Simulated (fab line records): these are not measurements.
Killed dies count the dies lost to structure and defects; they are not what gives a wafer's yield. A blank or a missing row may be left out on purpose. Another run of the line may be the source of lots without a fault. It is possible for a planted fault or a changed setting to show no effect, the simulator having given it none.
Which tool was responsible? | flow n5-finfet | Sampling: 24 lots, 72 wafers, 6 of 1938 route steps

WHAT THE GAUGES READ, wafer by wafer
N5_BEOL_M6_CD_MEAS_28 targets a cd of 40 nm. Usual: cd-nm reads 39.98 nm (standard deviation 0.25).
lot  | measured     | on        | cd-nm (nm)        | flag
L074 | day 9 20:10  | cd-sem-01 | 39.55 39.36 39.64 |
L075 | day 9 20:17  | cd-sem-02 | 39.62 39.68 39.75 |
L076 | day 9 23:49  | cd-sem-01 | 40.17 40.12 39.65 |
L077 | day 9 23:52  | cd-sem-02 | 40.28 39.85 39.92 |
L079 | day 10 09:41 | cd-sem-01 | 39.76 39.61 39.46 |
L078 | day 10 09:43 | cd-sem-03 | 39.73 40.07 39.93 |
L081 | day 11 00:25 | cd-sem-02 | 39.52 39.99 40.02 |
L080 | day 11 02:56 | cd-sem-03 | 39.85 39.96 40.15 |
L082 | day 11 09:29 | cd-sem-01 | 40.00 40.07 40.01 |
L084 | day 11 11:13 | cd-sem-02 | 40.08 39.93 40.28 |
L083 | day 11 19:13 | cd-sem-03 | 40.07 39.82 40.09 |
L086 | day 12 12:00 | cd-sem-03 | 39.82 39.60 39.65 |
L085 | day 13 07:00 | cd-sem-01 | 39.74 40.26 39.83 |
L087 | day 13 13:29 | cd-sem-03 | 39.65 39.78 40.50 |
L088 | day 13 18:09 | cd-sem-01 | 40.17 39.74 40.11 |
L090 | day 13 18:11 | cd-sem-03 | 40.13 40.15 39.95 |
L089 | day 13 21:02 | cd-sem-02 | 40.01 39.87 40.32 |
L092 | day 14 09:46 | cd-sem-02 | 40.36 40.40 40.34 |
L091 | day 14 13:28 | cd-sem-02 | 39.76 39.50 40.05 |
L093 | day 14 18:28 | cd-sem-02 | 39.89 39.96 40.43 |
L094 | day 14 18:34 | cd-sem-02 | 40.08 39.72 40.03 |
L095 | day 15 02:56 | cd-sem-02 | 40.07 40.19 39.82 |
L096 | day 15 07:49 | cd-sem-02 | 40.07 39.99 40.22 |
L097 | day 15 12:01 | cd-sem-03 | 40.31 40.60 40.10 |

N5_BEOL_M7_THK_MEAS_01. Usual: M7_ILD_THK 154.3 nm, standard deviation 1.8.
lot  | measured     | on            | M7_ILD_THK (nm)   | flag
L074 | day 10 00:05 | film-metro-02 | 152.8 152.2 153.6 |
L075 | day 10 01:50 | film-metro-01 | 153.7 153.9 157.6 |
L076 | day 10 03:40 | film-metro-01 | 153.2 153.4 154.5 |
L077 | day 10 03:44 | film-metro-02 | 154.2 155.0 156.2 |
L079 | day 10 15:30 | film-metro-01 | 154.3 152.9 156.4 |
L078 | day 10 15:35 | film-metro-02 | 152.7 156.0 156.5 |
L081 | day 11 04:44 | film-metro-02 | 152.4 153.6 154.3 |
L080 | day 11 08:09 | film-metro-02 | 152.0 152.4 154.1 |
L082 | day 11 13:37 | film-metro-02 | 151.6 150.7 152.8 |
L084 | day 11 15:20 | film-metro-02 | 151.7 155.5 154.1 |
L083 | day 12 00:51 | film-metro-02 | 153.7 152.9 154.4 |
L086 | day 12 16:48 | film-metro-02 | 153.9 152.9 154.7 |
L085 | day 13 11:19 | film-metro-01 | 155.4 156.7 157.1 |
L087 | day 13 17:04 | film-metro-02 | 154.7 155.1 153.9 |
L088 | day 13 21:43 | film-metro-02 | 152.6 154.9 154.9 |
L090 | day 13 21:55 | film-metro-01 | 150.0 151.8 153.7 |
L089 | day 14 02:58 | film-metro-02 | 153.9 154.9 156.1 |
L092 | day 14 15:18 | film-metro-01 | 152.9 156.8 154.6 |
L091 | day 14 17:56 | film-metro-01 | 150.5 153.7 155.6 |
L093 | day 14 22:47 | film-metro-01 | 151.7 153.3 154.6 |
L094 | day 14 23:40 | film-metro-01 | 152.8 155.3 156.3 |
L095 | day 15 06:59 | film-metro-02 | 155.8 157.6 156.1 |
L096 | day 15 12:27 | film-metro-02 | 152.5 151.5 157.7 |
L097 | day 15 17:14 | film-metro-01 | 151.3 150.4 153.6 |

WHAT TOOL EACH LOT RAN ON (gives the tool, then ch and the chambers of the sampled wafers, and finally the start)
lot  | N5_BEOL_M6_TRENCH_ETCH_37                     | N5_BEOL_M6_CURE_75            | N5_BEOL_M6_ALD_77                   | N5_BEOL_M6_CMP_52
L074 | rie-diel-03 ch 1,2,3, day 9 21:01 or earlier  | uv-cure-02 ch 0, day 9 21:01  | ald-metal-03 ch 0,1,3, day 9 21:26  | cmp-02 ch 0,2,3, day 9 22:32
L075 | rie-diel-02 ch 0,1, day 9 21:37 or earlier    | uv-cure-02 ch 1, day 9 21:37  | ald-metal-02 ch 0,1, day 9 22:03    | cmp-01 ch 0,1,3, day 10 00:49
L076 | rie-diel-04 ch 0,2,3, day 10 00:35 or earlier | uv-cure-01 ch 1, day 10 00:35 | ald-metal-03 ch 1,2, day 10 01:07   | cmp-04 ch 0,1,3, day 10 02:36
L077 | rie-diel-02 ch 0,1,3, day 10 00:37 or earlier | uv-cure-02 ch 2, day 10 00:37 | ald-metal-02 ch 0,2,3, day 10 01:09 | cmp-01 ch 0,2,3, day 10 02:38
L079 | rie-diel-03 ch 0,3, day 10 10:31 or earlier   | uv-cure-03 ch 1, day 10 10:31 | ald-metal-01 ch 0,1,3, day 10 10:56 | cmp-02 ch 0,1, day 10 13:56
L078 | rie-diel-02 ch 1,2, day 10 10:39 or earlier   | uv-cure-02 ch 1, day 10 10:39 | ald-metal-02 ch 0,2, day 10 11:05   | cmp-01 ch 0,3, day 10 14:14
L081 | rie-diel-02 ch 0,1,3, day 11 01:19 or earlier | uv-cure-01 ch 2, day 11 01:19 | ald-metal-01 ch 1,2,3, day 11 01:49 | cmp-01 ch 1,2,3, day 11 03:21
L080 | rie-diel-02 ch 0,1,2, day 11 04:13 or earlier | uv-cure-01 ch 0, day 11 04:13 | ald-metal-01 ch 0,1,2, day 11 04:53 | cmp-02 ch 0,2,3, day 11 07:03
L082 | rie-diel-02 ch 1,2,3, day 11 10:14 or earlier | uv-cure-02 ch 2, day 11 10:14 | ald-metal-02 ch 0,1,3, day 11 11:30 | cmp-01 ch 0,1,2, day 11 12:32
L084 | rie-diel-03 ch 0,1,2, day 11 12:09 or earlier | uv-cure-01 ch 2, day 11 12:09 | ald-metal-03 ch 0,3, day 11 12:43   | cmp-01 ch 0,1,3, day 11 14:22
L083 | rie-diel-02 ch 1,2,3, day 11 21:05 or earlier | uv-cure-01 ch 2, day 11 21:05 | ald-metal-02 ch 0,2,3, day 11 22:26 | cmp-01 ch 1,2,3, day 11 23:46
L086 | rie-diel-02 ch 1,2,3, day 12 12:57 or earlier | uv-cure-01 ch 1, day 12 12:57 | ald-metal-01 ch 1,2,3, day 12 13:30 | cmp-01 ch 0,1,3, day 12 15:44
L085 | rie-diel-02 ch 0,1, day 13 07:57 or earlier   | uv-cure-02 ch 1, day 13 07:57 | ald-metal-01 ch 1,3, day 13 08:31   | cmp-02 ch 2,3, day 13 09:45
L087 | rie-diel-04 ch 0,2,3, day 13 14:16 or earlier | uv-cure-01 ch 0, day 13 14:16 | ald-metal-02 ch 1,2,3, day 13 14:58 | cmp-04 ch 0,1,2, day 13 16:05
L088 | rie-diel-04 ch 1,2, day 13 18:56 or earlier   | uv-cure-02 ch 2, day 13 18:56 | ald-metal-03 ch 0,2,3, day 13 19:23 | cmp-01 ch 2,3, day 13 20:38
L090 | rie-diel-02 ch 0,1,2, day 13 19:05 or earlier | uv-cure-01 ch 0, day 13 19:05 | ald-metal-01 ch 0,1,3, day 13 19:31 | cmp-02 ch 1,2,3, day 13 20:50
L089 | rie-diel-02 ch 0,1,2, day 13 21:59 or earlier | uv-cure-01 ch 1, day 13 21:59 | ald-metal-01 ch 1,2,3, day 14 00:47 | cmp-02 ch 0,2,3, day 14 01:53
L092 | rie-diel-03 ch 1,2, day 14 10:37 or earlier   | uv-cure-01 ch 2, day 14 10:37 | ald-metal-02 ch 0,1,2, day 14 11:19 | cmp-04 ch 0,2,3, day 14 14:19
L091 | rie-diel-03 ch 0,2,3, day 14 14:19 or earlier | uv-cure-02 ch 2, day 14 14:19 | ald-metal-03 ch 1,3, day 14 15:08   | cmp-02 ch 0,2,3, day 14 16:23
L093 | rie-diel-03 ch 1,2,3, day 14 19:38 or earlier | uv-cure-01 ch 1, day 14 19:38 | ald-metal-03 ch 1,2,3, day 14 20:34 | cmp-01 ch 0,1,2, day 14 21:43
L094 | rie-diel-02 ch 1,3, day 14 19:47 or earlier   | uv-cure-03 ch 1, day 14 19:47 | ald-metal-01 ch 1,2, day 14 20:39   | cmp-02 ch 0,1,3, day 14 21:47
L095 | rie-diel-03 ch 0,2,3, day 15 03:46 or earlier | uv-cure-03 ch 2, day 15 03:46 | ald-metal-02 ch 0,1, day 15 04:42   | cmp-04 ch 1,2,3, day 15 05:55
L096 | rie-diel-03 ch 1,2,3, day 15 08:59 or earlier | uv-cure-02 ch 1, day 15 08:59 | ald-metal-02 ch 0,1, day 15 09:43   | cmp-01 ch 1,2,3, day 15 11:23
L097 | rie-diel-02 ch 0,3, day 15 13:01 or earlier   | uv-cure-03 ch 2, day 15 13:01 | ald-metal-01 ch 1,2,3, day 15 14:02 | cmp-01 ch 0,2, day 15 16:09
- N5_BEOL_M6_TRENCH_ETCH_37: etches SiCOH lowk in C4F6/O2, target depth 94.435 nm, time 31.5 s.
- N5_BEOL_M6_CURE_75: cures SiCOH lowk, time 120 s.
- N5_BEOL_M6_ALD_77: deposits TaN, target thk 2 nm, pulse time 2 s, purge time 3 s.
- N5_BEOL_M6_CMP_52: polishes, stops on SiCOH lowk, t overpolish 6.9 s, target thk 80 nm.

AS READ BY THE TOOLS THEMSELVES (means over the sampled wafers that have a number; for cases with no such wafer, the mark the record gives instead)
N5_BEOL_M6_TRENCH_ETCH_37. Usual: drypump-motor-current-A 5.9 A, standard deviation 0.34; oes-product-au 0.75 a.u., standard deviation 0.078; rf-vpp-V 663 V, standard deviation 16; showerhead-plenum-p-Torr 2.85 Torr, standard deviation 0.087; throttle-valve-pct 20.89 %, standard deviation 0.2.
lot  | tool        | drypump-motor-current-A (A) | oes-product-au (a.u.) | rf-vpp-V (V) | showerhead-plenum-p-Torr (Torr) | throttle-valve-pct (%) | flag
L074 | rie-diel-03 | 6.0                         | 0.81                  | 668          | 2.95                            | 20.75                  |
L075 | rie-diel-02 | 5.5                         | 0.76                  | 674          | 2.76                            | 20.91                  |
L076 | rie-diel-04 | 5.9                         | 0.84                  | 674          | 2.80                            | 20.85                  |
L077 | rie-diel-02 | 5.8                         | 0.73                  | 668          | 2.79                            | 20.87                  |
L079 | rie-diel-03 | 6.2                         | 0.78                  | 642          | 2.98                            | 20.75                  |
L078 | rie-diel-02 | 5.6                         | 0.72                  | 657          | 2.87                            | 21.00                  |
L081 | rie-diel-02 | 5.8                         | 0.73                  | 669          | 2.78                            | 20.88                  |
L080 | rie-diel-02 | 5.6                         | 0.72                  | 666          | 2.82                            | 21.04                  |
L082 | rie-diel-02 | 5.8                         | 0.72                  | 658          | 2.83                            | 20.86                  |
L084 | rie-diel-03 | 6.1                         | 0.76                  | 672          | 2.93                            | 20.90                  |
L083 | rie-diel-02 | 5.8                         | 0.72                  | 658          | 2.83                            | 20.85                  |
L086 | rie-diel-02 | 5.8                         | 0.71                  | 658          | 2.82                            | 20.87                  |
L085 | rie-diel-02 | 5.5                         | 0.84                  | 673          | 2.74                            | 20.84                  |
L087 | rie-diel-04 | 5.9                         | 0.79                  | 674          | 2.79                            | 20.89                  |
L088 | rie-diel-04 | 6.3                         | 0.73                  | 667          | 2.81                            | 21.24                  |
L090 | rie-diel-02 | 5.6                         | 0.80                  | 665          | 2.81                            | 20.95                  |
L089 | rie-diel-02 | 5.6                         | 0.80                  | 665          | 2.81                            | 20.95                  |
L092 | rie-diel-03 | 6.1                         | 0.78                  | 678          | 2.91                            | 20.88                  |
L091 | rie-diel-03 | 6.1                         | 0.73                  | 660          | 2.94                            | 20.84                  |
L093 | rie-diel-03 | 6.1                         | 0.77                  | 667          | 2.93                            | 20.81                  |
L094 | rie-diel-02 | 6.0                         | 0.71                  | 660          | 2.77                            | 20.74                  |
L095 | rie-diel-03 | 6.1                         | 0.73                  | 661          | 2.94                            | 20.86                  |
L096 | rie-diel-03 | 6.1                         | 0.77                  | 667          | 2.93                            | 20.82                  |
L097 | rie-diel-02 | 5.9                         | 0.86                  | 671          | 2.80                            | 20.83                  |

N5_BEOL_M6_CURE_75. Usual: lamp-power-pct 52.31 %, standard deviation 0.056; wafer_temp_C_max 371.8, standard deviation 0.57.
lot  | tool       | lamp-power-pct (%) | wafer_temp_C_max | flag
L074 | uv-cure-02 | 52.30              | 371.7            |
L075 | uv-cure-02 | 52.35              | 372.4            |
L076 | uv-cure-01 | 52.28              | 371.1            |
L077 | uv-cure-02 | 52.27              | 371.9            |
L079 | uv-cure-03 | 52.33              | 371.4            |
L078 | uv-cure-02 | 52.32              | 372.2            |
L081 | uv-cure-01 | 52.30              | 371.5            |
L080 | uv-cure-01 | 52.26              | 371.0            |
L082 | uv-cure-02 | 52.28              | 372.5            |
L084 | uv-cure-01 | 52.27              | 371.4            |
L083 | uv-cure-01 | 52.30              | 371.4            |
L086 | uv-cure-01 | 52.30              | 371.2            |
L085 | uv-cure-02 | 52.27              | 372.3            |
L087 | uv-cure-01 | 52.29              | 371.8            |
L088 | uv-cure-02 | 52.30              | 372.3            |
L090 | uv-cure-01 | 52.30              | 371.3            |
L089 | uv-cure-01 | 52.32              | 371.4            |
L092 | uv-cure-01 | 52.36              | 371.3            |
L091 | uv-cure-02 | 52.34              | 372.3            |
L093 | uv-cure-01 | 52.30              | 371.5            |
L094 | uv-cure-03 | 52.32              | 371.4            |
L095 | uv-cure-03 | 52.31              | 372.7            |
L096 | uv-cure-02 | 52.25              | 372.2            |
L097 | uv-cure-03 | 52.41              | 372.4            |

N5_BEOL_M6_ALD_77. Usual: heater-power-w reads 413 W (standard deviation 31).
lot  | tool         | heater-power-w (W) | flag
L074 | ald-metal-03 | 390                |
L075 | ald-metal-02 | 454                |
L076 | ald-metal-03 | 385                |
L077 | ald-metal-02 | 452                |
L079 | ald-metal-01 | 404                |
L078 | ald-metal-02 | 479                |
L081 | ald-metal-01 | 396                |
L080 | ald-metal-01 | 399                |
L082 | ald-metal-02 | 436                |
L084 | ald-metal-03 | 390                |
L083 | ald-metal-02 | 459                |
L086 | ald-metal-01 | 402                |
L085 | ald-metal-01 | 398                |
L087 | ald-metal-02 | 427                |
L088 | ald-metal-03 | 395                |
L090 | ald-metal-01 | 402                |
L089 | ald-metal-01 | 401                |
L092 | ald-metal-02 | 452                |
L091 | ald-metal-03 | 378                |
L093 | ald-metal-03 | 384                |
L094 | ald-metal-01 | 393                |
L095 | ald-metal-02 | 425                |
L096 | ald-metal-02 | 459                |
L097 | ald-metal-01 | 401                |

N5_BEOL_M6_CMP_52. Usual: barrier-field-endpoint-s 28.6 s, standard deviation 0.83; clearing-platen-rpm 49.998 rpm, standard deviation 0.026; motor-current-A 6.1 A, standard deviation 0.44; overpolish-run-s 6.899 s, standard deviation 0.0095; platen-rpm 50.00 rpm, standard deviation 0.031; time-to-endpoint-s 62 s, standard deviation 3.2.
lot  | tool   | barrier-field-endpoint-s (s) | clearing-platen-rpm (rpm) | motor-current-A (A) | overpolish-run-s (s) | platen-rpm (rpm) | time-to-endpoint-s (s) | flag
L074 | cmp-02 | 28.7                         | 50.009                    | 6.0                 | 6.903                | 50.01            | 64                     |
L075 | cmp-01 | 29.6                         | 50.001                    | 6.1                 | 6.883                | 49.99            | 62                     |
L076 | cmp-04 | 29.1                         | 50.020                    | 5.8                 | 6.900                | 50.03            | 65                     |
L077 | cmp-01 | 28.7                         | 50.012                    | 6.1                 | 6.898                | 50.00            | 64                     |
L079 | cmp-02 | 28.9                         | 49.961                    | 5.6                 | 6.903                | 50.00            | 63                     |
L078 | cmp-01 | 27.2                         | 49.995                    | 6.0                 | 6.893                | 49.98            | 61                     |
L081 | cmp-01 | 27.8                         | 49.996                    | 6.1                 | 6.905                | 50.01            | 59                     |
L080 | cmp-02 | 30.1                         | 49.985                    | 6.3                 | 6.898                | 50.02            | 65                     |
L082 | cmp-01 | 28.4                         | 50.004                    | 6.4                 | 6.906                | 50.01            | 59                     |
L084 | cmp-01 | 28.4                         | 49.971                    | 6.5                 | 6.894                | 50.00            | 60                     |
L083 | cmp-01 | 28.6                         | 50.000                    | 6.4                 | 6.898                | 49.99            | 60                     |
L086 | cmp-01 | 28.8                         | 49.998                    | 6.1                 | 6.904                | 50.01            | 62                     |
L085 | cmp-02 | 29.1                         | 49.995                    | 6.3                 | 6.889                | 50.01            | 63                     |
L087 | cmp-04 | 28.7                         | 50.005                    | 6.0                 | 6.898                | 50.02            | 65                     |
L088 | cmp-01 | 27.9                         | 50.013                    | 6.1                 | 6.897                | 50.02            | 62                     |
L090 | cmp-02 | 29.2                         | 49.992                    | 5.9                 | 6.897                | 50.01            | 62                     |
L089 | cmp-02 | 28.5                         | 49.998                    | 6.2                 | 6.899                | 50.00            | 62                     |
L092 | cmp-04 | 29.1                         | 50.006                    | 6.2                 | 6.897                | 50.00            | 65                     |
L091 | cmp-02 | 27.8                         | 49.996                    | 6.1                 | 6.897                | 50.00            | 58                     |
L093 | cmp-01 | 27.9                         | 49.998                    | 6.3                 | 6.910                | 49.96            | 61                     |
L094 | cmp-02 | 28.4                         | 49.991                    | 5.6                 | 6.898                | 50.01            | 62                     |
L095 | cmp-04 | 29.9                         | 50.014                    | 5.9                 | 6.898                | 50.01            | 65                     |
L096 | cmp-01 | 29.0                         | 49.988                    | 6.2                 | 6.899                | 50.03            | 59                     |
L097 | cmp-01 | 28.2                         | 49.990                    | 6.1                 | 6.895                | 50.04            | 59                     |

THE ANSWER, worked out from the rows above alone
Rule: take the mean of a lot's wafers that have a number; if it is more than 3 standard deviations from the usual mean, the lot is off. A lot without any number at a reading at which 4 lots or more have one is off too. The other lots that the step has rows for count as sound. First the gauges in route order, then the tools' own readings, where a lot's mean is used as printed above. At the first step where some lot is off, the reading lying furthest off is the one used; lots without a number count as furthest.
No lot is off at any reading shown: from this, nothing can be told.

WHAT THE SIMULATOR HAD PUT IN
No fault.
